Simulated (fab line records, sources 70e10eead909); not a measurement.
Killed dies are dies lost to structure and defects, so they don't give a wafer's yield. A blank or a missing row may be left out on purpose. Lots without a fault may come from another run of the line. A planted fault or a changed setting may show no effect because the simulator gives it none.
Problem report in the 8D (eight disciplines) form, filled by code | flow nand_harc | the parts of the form that need people (team, actions taken, sign-off) are left out

1. THE PROBLEM
heater_power_total_W at NHARC_A_CHANNEL_HOLE_D2_SOFTBAKE_05 reads a mean of 168.99 W on 6 wafers of 2 lots; wafers without a fault read 188.43 W with a standard deviation of 0.13. That is -99 or more standard deviations from the usual mean.
The step: time 55 s.
First seen on wafer L234.1, day 16 04:00, on litho_track-04. The record holds 39 wafers of 13 lots with a number at this step. Rule for "out", or "out of limits": more than 4 standard deviations from the usual mean. The other wafers with a number count as sound.

2. WHAT IT IS AND WHAT IT IS NOT
question                    | is                     | is not
which readings at this step | heater_power_total_W   | -
which lots                  | L234, L235             | L227, L230, L231, L232, L233, L242, L243, L244, L245, L247, L249
which wafers of those lots  | all that have a number | -
read on which tools         | litho_track-04         | litho_track-01, litho_track-06
when                        | from day 16 04:00      | up to then (15 sound wafers); but 18 sound wafers of L242, L243, L244, L245, L247, L249 came after

3. SUSPECTS, AND WHAT RULES EACH OUT
Counting: a tool at a process step up to the reading stays a suspect if it ran every lot that is out and no sound lot after the first of them.
- litho_track-04 at NHARC_A_CHANNEL_HOLE_D2_SOFTBAKE_05 (time 55 s): ruled out as a lasting fault. Sound lots L245, L249 ran on it after its first lot that is out, L234 (day 16 04:00).
Left after counting: nothing in the record.

4. THE CAUSE (what the simulator had put in)
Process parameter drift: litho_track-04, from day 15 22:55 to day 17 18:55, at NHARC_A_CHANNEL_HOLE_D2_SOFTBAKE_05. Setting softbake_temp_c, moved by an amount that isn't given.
Counting ruled it out, wrongly.

5. THE CHAIN OF EFFECTS, in route order
Each row: a reading whose mean over the struck wafers that have a number lies more than 3 standard deviations from the usual. Only readings for which the record gives a usual standard deviation are gone through. hours: the time from each lot's start at the first step in this table that gives one to its start at this step, as a median over the lots. sigmas: the change in usual standard deviations.
hours | step                                | reading              | usual    | on struck wafers | change | sigmas
0     | NHARC_A_CHANNEL_HOLE_D2_SOFTBAKE_05 | heater_power_total_W | 188.43 W | 168.99           | -19.44 | -99 or more
The process steps in it:
- NHARC_A_CHANNEL_HOLE_D2_SOFTBAKE_05: time 55 s.
Later measuring or inspecting steps at which every struck wafer that the step has a row for has a number for every such reading, and none has moved that far: NHARC_A_CHANNEL_HOLE_D2_OVL_MEAS_11, NHARC_END_SORT_01.

6. WHAT WOULD HAVE CAUGHT IT SOONER
In this record the first reading out of limits was taken at day 16 04:00, 5 hours after the fault began at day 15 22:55.
